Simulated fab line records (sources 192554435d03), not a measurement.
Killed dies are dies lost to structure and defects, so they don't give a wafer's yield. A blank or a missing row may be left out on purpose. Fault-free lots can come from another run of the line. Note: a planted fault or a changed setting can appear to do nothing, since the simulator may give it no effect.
Struck lot and sound lot, side by side    flow n5_finfet    41 out of 1938 route steps
Sound: wafers L652.1, L652.2, L652.4. Wafers struck: L661.2, L661.3. The cause comes at the end.
Per side, at each step with rows, come the tool, then ch with its chambers, and then its first start. Under that, the readings that differ: sound wafers    struck wafers    difference of the means    sigmas: that difference in standard deviations of wafers without a fault.
alike: words and numbers the same on both sides, and readings whose means are apart by under 2 such deviations; not compared: readings that were withheld, readings missing a value for some wafer, numbers with overlapping values and no deviation given by the record, and bounds like >300 which may hide the same value.
A row with sigmas, a row that says differs or no value, or rows on one side alone: a step with any of these is where the two part. Numbers that have no deviation but don't overlap get no sigmas and don't part them. A reading that every wafer of one side lacks parts them only if that side has two wafers or more.

first, 11 steps without rows for these wafers: N5_BEOL_M0_SAQP_MANDREL1_REMOVE_100 (chemistry HBr/Cl2/O2, target a-Si, stops on SiNx, bt time 10 s); N5_BEOL_M0_SAQP_ETCH_101 (etches SiNx in CH3F/O2, target depth 29.9 nm, time 42.7 s); N5_BEOL_M0_SAQP_ETCH_102 (etches SiO2 in CF4, target depth 4 nm, time 4.4 s); N5_BEOL_M0_SAQP_MANDREL_ETCH_103 (etches a-Si in HBr/Cl2, stops on SiCN, target depth 45 nm, bt time 10 s, time 27 s); N5_BEOL_M0_SAQP_RECESS_104 (chemistry HF/NH3, target SiO2, target depth 18 nm, afs cycles 3, sublimation time 60 s); N5_BEOL_M0_SAQP_COAT_105 (time 60 s, resist thk 100 nm); N5_BEOL_M0_SAQP_ETCH_106 (etches SOC in N2/H2, stops on SiNx, target depth 150 nm); N5_BEOL_M0_SAQP_ETCH_107 (etches SiNx in CH3F/O2, target depth 30 nm); N5_BEOL_M0_SAQP_STRIP_108 (strips in N2/H2); N5_BEOL_M0_SAQP_RECESS_109 (chemistry HF/NH3, target SiO2, target depth 3 nm, afs cycles 1, sublimation time 60 s); N5_BEOL_M0_SAQP_SPACER2_ALD_26 (deposits SiO2, target thk 15 nm, pulse time 1 s, purge time 2 s).
N5_BEOL_M0_SAQP_SPACER2_ETCHBACK_27: etches SiO2 in CHF3/O2, target depth 22.5 nm, time 11.25 s.
  sound on rie_diel-03 ch 0,2,3, day 6 00:01; struck on rie_diel-03 ch 0,2, day 8 11:07
reading                                          sound           struck     difference  sigmas
oes_product_au (a.u.)                            0.69 0.68 0.69  1.38 1.33  +0.67       +7
rf_hours_counter_h (h)                           239 245 194     2 10       -220        
model.a-Si_of_BEOL_M0_SAQP_PECVD_96.thk_nm (nm)  42.8 42 43.4    40.6 40.8  -2.0        
  alike: drypump_motor_current_A, rf_vpp_V, showerhead_plenum_p_Torr, throttle_valve_pct
then, 25 steps without rows for these wafers: N5_BEOL_M0_SAQP_MANDREL2_REMOVE_110 (chemistry HBr/Cl2/O2, target a-Si, stops on SiCN, bt time 10 s); N5_BEOL_M0_SAQP_COAT_69 (time 60 s, resist thk 90 nm); N5_BEOL_M0_SAQP_COAT_72 (time 60 s, resist thk 15 nm); N5_BEOL_M0_SAQP_COAT_87 (time 60 s, resist thk 5 nm); N5_BEOL_M0_SAQP_COAT_34 (resist thk 30 nm); N5_BEOL_M0_SAQP_EBR_36; N5_BEOL_M0_SAQP_SOFTBAKE_35 (time 60 s); N5_BEOL_M0_SAQP_EXPOSE_37 (exposes mask M0 CUT1, target cd 30 nm); N5_BEOL_M0_SAQP_PEB_38 (peb time 60 s); N5_BEOL_M0_SAQP_DEVELOP_39 (develop time 30 s); N5_BEOL_M0_SAQP_DESCUM_45 (chemistry O2, time 7 s); N5_BEOL_M0_SAQP_ETCH_88 (etches underlayer in N2/H2, target depth 6.5 nm, time 5.2 s); N5_BEOL_M0_SAQP_ETCH_73 (etches SiARC in CF4, target depth 19.5 nm, time 32.5 s); N5_BEOL_M0_SAQP_CUT_ETCH_46 (etches SOC in N2/H2, target depth 135 nm, overetch 27 nm, time 202.5 s); N5_BEOL_M0_SAQP_STRIP_74 (strips in N2/H2); N5_BEOL_M0_SAQP_STRIP_89 (strips in N2/H2); N5_BEOL_M0_SAQP_ALD_48 (deposits SiO2, target thk 20 nm, pulse time 1 s, co reactant pulse time 1 s); N5_BEOL_M0_SAQP_ETCH_49 (etches SiO2 in CF4/O2, target depth 37 nm); N5_BEOL_M0_SAQP_STRIP_75 (strips in CF4); N5_BEOL_M0_CUTY_COAT_50 (time 60 s, resist thk 15 nm); N5_BEOL_M0_CUTY_COAT_51 (resist thk 150 nm); N5_BEOL_M0_CUTY_EBR_52; N5_BEOL_M0_CUTY_SOFTBAKE_53 (time 60 s); N5_BEOL_M0_CUTY_EXPOSE_54 (exposes mask M0 ABLK); N5_BEOL_M0_CUTY_PEB_55 (peb time 60 s).
-- record jumps: 3 days separate the struck wafers' starts on either side; left off in module BEOL_M0_CUTY, taken up again in module BEOL_M4, whose first shown step is the route's number 1111 --
N5_BEOL_M4_RC_MEAS_101:
  sound on prober-01 ch 0, day 8 08:12; struck on prober-02 ch 0, day 10 23:59
  alike: DIBL_N, DIBL_P, IOFF_N, IOFF_P, ION_N, ION_P, SS_N, SS_P, VT_N, VT_P
N5_BEOL_M5_DESCUM_16: chemistry O2, time 7 s.
  sound on rie_diel-02 ch 0,1,3, day 8 10:46; struck on rie_diel-03 ch 0,3, day 11 02:07
  alike: drypump_motor_current_A, oes_product_au, rf_vpp_V, showerhead_plenum_p_Torr, throttle_valve_pct
  not compared: rf_hours_counter_h, model.BEOL_M5.cd_nm
N5_BEOL_M5_ETCH_41: etches SiCN in CH3F/O2, target depth 31.5 nm, time 56.7 s.
  sound on rie_diel-02 ch 1,3; struck on rie_diel-03 ch 1,3
reading                 sound              struck       difference  sigmas
throttle_valve_pct (%)  16.05 16.12 16.11  16.58 16.62  +0.51       +2
  alike: drypump_motor_current_A, oes_product_au, rf_vpp_V, showerhead_plenum_p_Torr
  not compared: rf_hours_counter_h, model.BEOL_M5.cd_nm
-- a jump in the record: the struck wafers' starts before and after are 4 days apart (it breaks off in module BEOL_M5 and resumes in module PASSIVATION, where the first step shown is number 1936 of the route) --
N5_PASSIVATION_PROBE_49:
  sound on prober-01, day 12 17:35; struck on prober-01, day 15 13:11
  alike: defect_limited_yield, killed_at_M0_to_M3, killed_at_M4_up, killed_at_contacts, killed_at_front_end, killed_at_other, killed_dies, killed_open, killed_short, sort_bin_5_function, sort_bin_6_memory, sort_n_pass, sort_yield_pct

WHERE THEY PART
At N5_BEOL_M0_SAQP_SPACER2_ETCHBACK_27 first; at N5_BEOL_M5_ETCH_41 last (within this record only). Later steps at which nothing parts them and some readings are alike: N5_PASSIVATION_PROBE_49.

WHY: the cause the simulator had injected
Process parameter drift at N5_BEOL_M0_SAQP_SPACER2_ETCHBACK_27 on rie_diel-03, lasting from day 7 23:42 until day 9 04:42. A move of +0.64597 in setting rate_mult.
